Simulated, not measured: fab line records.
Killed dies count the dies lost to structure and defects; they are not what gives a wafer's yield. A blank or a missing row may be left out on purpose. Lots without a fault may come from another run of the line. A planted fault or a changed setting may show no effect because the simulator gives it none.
Matching of chambers || flow n5Finfet || N5_BEOL_M3_STRIP_36 on rieDiel-06 has 4 sister chambers
The step strips in N2/H2. 8 wafers are shown with their chamber, then 8 later ones without.

WAFERS PAIRED WITH THEIR CHAMBERS
{"wafer": "L081.3", "chamber": 0, "drypumpMotorCurrentA (A)": 5.81, "throttleValvePct (%)": 23.9}
{"wafer": "L081.6", "chamber": 0, "drypumpMotorCurrentA (A)": 5.83, "throttleValvePct (%)": 23.8}
{"wafer": "L080.5", "chamber": 2, "drypumpMotorCurrentA (A)": 5.57, "throttleValvePct (%)": 23.6}
{"wafer": "L080.6", "chamber": 1, "drypumpMotorCurrentA (A)": 5.30, "throttleValvePct (%)": 23.0}
{"wafer": "L089.1", "chamber": 3, "drypumpMotorCurrentA (A)": 5.28, "throttleValvePct (%)": 24.0}
{"wafer": "L089.2", "chamber": 2, "drypumpMotorCurrentA (A)": 5.57, "throttleValvePct (%)": 23.6}
{"wafer": "L089.3", "chamber": 1, "drypumpMotorCurrentA (A)": 5.30, "throttleValvePct (%)": 23.0}
{"wafer": "L091.1", "chamber": 3, "drypumpMotorCurrentA (A)": 5.31, "throttleValvePct (%)": 24.0}

WAFERS WITH NO CHAMBER GIVEN
{"wafer": "L091.2", "drypumpMotorCurrentA (A)": 5.30, "throttleValvePct (%)": 23.0}
{"wafer": "L091.6", "drypumpMotorCurrentA (A)": 5.33, "throttleValvePct (%)": 24.0}
{"wafer": "L095.2", "drypumpMotorCurrentA (A)": 5.28, "throttleValvePct (%)": 23.0}
{"wafer": "L095.3", "drypumpMotorCurrentA (A)": 5.32, "throttleValvePct (%)": 24.0}
{"wafer": "L095.6", "drypumpMotorCurrentA (A)": 5.28, "throttleValvePct (%)": 23.0}
{"wafer": "L097.1", "drypumpMotorCurrentA (A)": 5.83, "throttleValvePct (%)": 23.9}
{"wafer": "L097.2", "drypumpMotorCurrentA (A)": 5.55, "throttleValvePct (%)": 23.6}
{"wafer": "L097.4", "drypumpMotorCurrentA (A)": 5.27, "throttleValvePct (%)": 23.0}

THE CHAMBER EACH PASSED THROUGH
{"wafer": "L091.2", "from the rows above": 1, "in truth": 1}
{"wafer": "L091.6", "from the rows above": 3, "in truth": 3}
{"wafer": "L095.2", "from the rows above": 1, "in truth": 1}
{"wafer": "L095.3", "from the rows above": 3, "in truth": 3}
{"wafer": "L095.6", "from the rows above": 1, "in truth": 1}
{"wafer": "L097.1", "from the rows above": 0, "in truth": 0}
{"wafer": "L097.2", "from the rows above": 2, "in truth": 2}
{"wafer": "L097.4", "from the rows above": 1, "in truth": 1}
8 of 8 placed correctly. Not placeable from these rows: 0. 0 placed wrongly.
How it was worked out, from the rows above alone: a wafer's distance from a chamber is the root of the sum, over the readings, of the square of ((its reading less the chamber's mean) divided by the reading's scatter). If the next closest chamber is less than 2 further off than the closest, the wafer can't be placed; otherwise it belongs to the closest. The mean given for a chamber averages the wafers shown for that chamber. The scatter: the root of (the sum of the squares of (reading less its chamber's mean) over the shown wafers, divided by (wafers less chambers)).
